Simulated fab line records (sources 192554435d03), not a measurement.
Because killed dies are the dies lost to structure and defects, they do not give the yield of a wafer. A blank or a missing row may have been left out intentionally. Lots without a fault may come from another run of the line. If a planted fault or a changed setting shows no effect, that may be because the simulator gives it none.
Problem report, 8D (eight disciplines) form, completed by code + flow n5Finfet + the parts of the form that need people (team, actions taken, sign-off) are left out

1. THE PROBLEM
N5_FIN_SAQP_THK_MEAS_05, thkNm: mean 63.3 nm over 1 wafer from 1 lot; wafers with no fault: 38.0 nm, standard deviation 0.44. Relative to the usual mean, that is a shift of +57 standard deviations.
First observed at day 5 08:42: wafer L161.6, on filmMetro-02. At this step, 21 wafers from 7 lots have a number in the record. By rule, "out" or "out of limits" means more than 4 standard deviations away from the usual mean. All remaining wafers that have a number are taken as sound.

2. WHAT IT IS AND WHAT IT IS NOT
| question                    | is               | is not                                                                          |
|-----------------------------|------------------|---------------------------------------------------------------------------------|
| which readings at this step | thkNm            | -                                                                               |
| which lots                  | L161             | L148, L151, L153, L163, L169, L170                                              |
| which wafers of those lots  | L161.6           | L161.2, L161.5                                                                  |
| read on which gauges        | filmMetro-02     | filmMetro-01                                                                    |
| when                        | from day 5 08:42 | up to then (11 sound wafers); but 9 sound wafers of L163, L169, L170 came after |

3. THE SUSPECTS, EACH WITH WHAT RULES IT OUT
Counting: any tool at a process step up to the reading remains a suspect provided it ran every lot that is out. Sound lots after the first of them don't rule it out here, since some wafers of a struck lot are sound.
- the gauge at N5_FIN_SAQP_THK_MEAS_05 has been ruled out. All the wafers that are out were read on filmMetro-02, but those of them that N5_FIN_SAQP_HM_OPEN_33 has rows for are out there too, on other tools.
- rieDiel-03 at N5_PMOS_HMC_CHANNEL_EPI_DESCUM_14 (chemistry O2, time 7.9 s): kept. It ran the lot that is out, L161 (day 5 05:09); its last sound lot up to then is L148 (day 2 00:36).
- rieDiel-03 at N5_PMOS_HMC_CHANNEL_EPI_HM_OPEN_15 (chemistry CHF3/O2, target SiO2, target depth 40.6 nm, time 20.3 s): kept. It ran the lot that is out, L161 (day 5 05:14); its last sound lot up to then is L148 (day 2 00:40).
- rtpAnneal-02 at N5_FIN_SAQP_DENSIFY_62 (time 60 s): kept. It ran the lot that is out, L161 (day 5 08:16).
- pecvd-04 at N5_FIN_SAQP_HM_DEP_03 (deposits SiNx from SiH4/NH3/N2, target thk 38 nm, time 33.6 s): kept. It ran the lot that is out, L161 (day 5 08:37); its last sound lot up to then is L153 (day 3 09:43).
- pecvd-04, N5_FIN_SAQP_HM_DEP_03: wafers that are out in chamber 0, sound lot-mates in chambers 1, 2.
Left after counting: rieDiel-03 at N5_PMOS_HMC_CHANNEL_EPI_DESCUM_14, rieDiel-03 at N5_PMOS_HMC_CHANNEL_EPI_HM_OPEN_15, rtpAnneal-02 at N5_FIN_SAQP_DENSIFY_62, pecvd-04 at N5_FIN_SAQP_HM_DEP_03.

4. THE CAUSE (what the simulator had put in)
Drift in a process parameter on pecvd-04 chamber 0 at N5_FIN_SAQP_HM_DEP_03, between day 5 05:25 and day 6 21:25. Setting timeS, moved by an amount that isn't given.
Counting leaves 4 suspects; this tool is one of them.

5. SEQUENCE OF EFFECTS, ordered by route
One row per reading whose mean, taken over the struck wafers that have a number, lies over 3 standard deviations from the usual. Scope: only readings with a usual standard deviation given in the record; hours: median across lots of the time from each lot's start at the first step in this table that gives one to its start at this step; sigmas: change in usual standard deviations.
| hours | step                    | reading       | usual   | on struck wafers | change | sigmas |
|-------|-------------------------|---------------|---------|------------------|--------|--------|
| 0     | N5_FIN_SAQP_THK_MEAS_05 | thkNm         | 38.0 nm | 63.3             | +25.3  | +57    |
| 5     | N5_FIN_SAQP_HM_OPEN_33  | etchRfOnTimeS | 69.1 s  | 118.0            | +48.9  | +41    |
| 6     | N5_FIN_SAQP_CD_MEAS_37  | cdNm          | 8.13 nm | 7.36             | -0.77  | -3.5   |
The process steps in it:
- N5_FIN_SAQP_HM_OPEN_33: chemistry CH3F/O2, target SiNx, target depth 49.4 nm, time 70.6 s.
At these later measuring or inspecting steps, every struck wafer for which the step has a row has a number for every such reading, and none has moved that far: N5_BEOL_M4_RC_MEAS_101.

6. WHAT WOULD HAVE CAUGHT IT SOONER
Counted from the fault's start at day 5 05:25, it took 3 hours until the first out-of-limits reading at a measuring or inspecting step in this record, taken at day 5 08:42.
Of the tool readings at N5_FIN_SAQP_HM_DEP_03 for which the record gives a usual standard deviation, none was out on any struck wafer, so an alarm limit of 4 standard deviations on them would not have fired.
By day 5 08:42, every lot that is out (1) had started N5_FIN_SAQP_HM_DEP_03 on pecvd-04. Tool hold at that time: it would have spared none of them.
